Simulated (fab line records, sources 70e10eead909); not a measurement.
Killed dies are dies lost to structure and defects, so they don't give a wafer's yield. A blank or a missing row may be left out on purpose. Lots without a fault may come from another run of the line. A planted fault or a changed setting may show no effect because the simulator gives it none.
Problem report in the 8D (eight disciplines) form, filled by code | flow nand_harc | the parts of the form that need people (team, actions taken, sign-off) are left out

1. THE PROBLEM
thk_nm at NHARC_A_ONON_D1_THK_MEAS_27 reads a mean of 780 nm on 4 wafers of 2 lots; wafers without a fault read 1001 nm with a standard deviation of 8.4. That is -26 standard deviations from the usual mean.
The step: measures by ellipsometry.
First seen on wafer L897.3, day 13 12:56, on film_metro-01. The record holds 39 wafers of 13 lots with a number at this step. Rule for "out", or "out of limits": more than 4 standard deviations from the usual mean. The other wafers with a number count as sound.

2. WHAT IT IS AND WHAT IT IS NOT
question                    | is                             | is not
which readings at this step | thk_nm                         | -
which lots                  | L897, L898                     | L877, L880, L881, L882, L883, L884, L887, L888, L890, L895, L899
which wafers of those lots  | L897.3, L897.4, L898.4, L898.5 | L897.2, L898.2
read on which gauges        | film_metro-01                  | film_metro-02
when                        | from day 13 12:56              | up to then (31 sound wafers); but 4 sound wafers of L898, L899 came after

3. SUSPECTS, AND WHAT RULES EACH OUT
Counting: a tool at a process step up to the reading stays a suspect if it ran every lot that is out. Sound lots after the first of them don't rule it out here, since some wafers of a struck lot are sound.
- the gauge at NHARC_A_ONON_D1_THK_MEAS_27: ruled out. All the wafers that are out were read on film_metro-01, but those of them that NHARC_END_SORT_01 has rows for are out there too, on other tools.
- pecvd_onon-03 at NHARC_A_ONON_D1_DEP_25 (target thk 1000 nm): kept. It ran every lot that is out, first L897 (day 13 12:29); its last sound lot up to then is L890 (day 11 10:59).
Left after counting: pecvd_onon-03 at NHARC_A_ONON_D1_DEP_25.

4. THE CAUSE (what the simulator had put in)
Process parameter drift: pecvd_onon-03, from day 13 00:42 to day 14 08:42, at NHARC_A_ONON_D1_DEP_25. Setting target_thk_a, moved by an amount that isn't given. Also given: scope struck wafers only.
Counting left only this tool.

5. THE CHAIN OF EFFECTS, in route order
Each row: a reading whose mean over the struck wafers that have a number lies more than 3 standard deviations from the usual. Only readings for which the record gives a usual standard deviation are gone through. hours: the time from each lot's start at the first step in this table that gives one to its start at this step, as a median over the lots. sigmas: the change in usual standard deviations.
hours | step                        | reading         | usual   | on struck wafers | change | sigmas
0     | NHARC_A_ONON_D1_THK_MEAS_27 | thk_nm          | 1001 nm | 780              | -222   | -26
276   | NHARC_END_SORT_01           | killed_at_array | 27      | 670              | +644   | +64
276   | NHARC_END_SORT_01           | killed_dies     | 30      | 677              | +647   | +65

6. WHAT WOULD HAVE CAUGHT IT SOONER
In this record the first reading out of limits at a measuring or inspecting step was taken at day 13 12:56, 12 hours after the fault began at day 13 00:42.
All the lots that are out (2) had begun NHARC_A_ONON_D1_DEP_25 on pecvd_onon-03 by day 13 12:56. A hold on the tool at that time would have spared none of them.
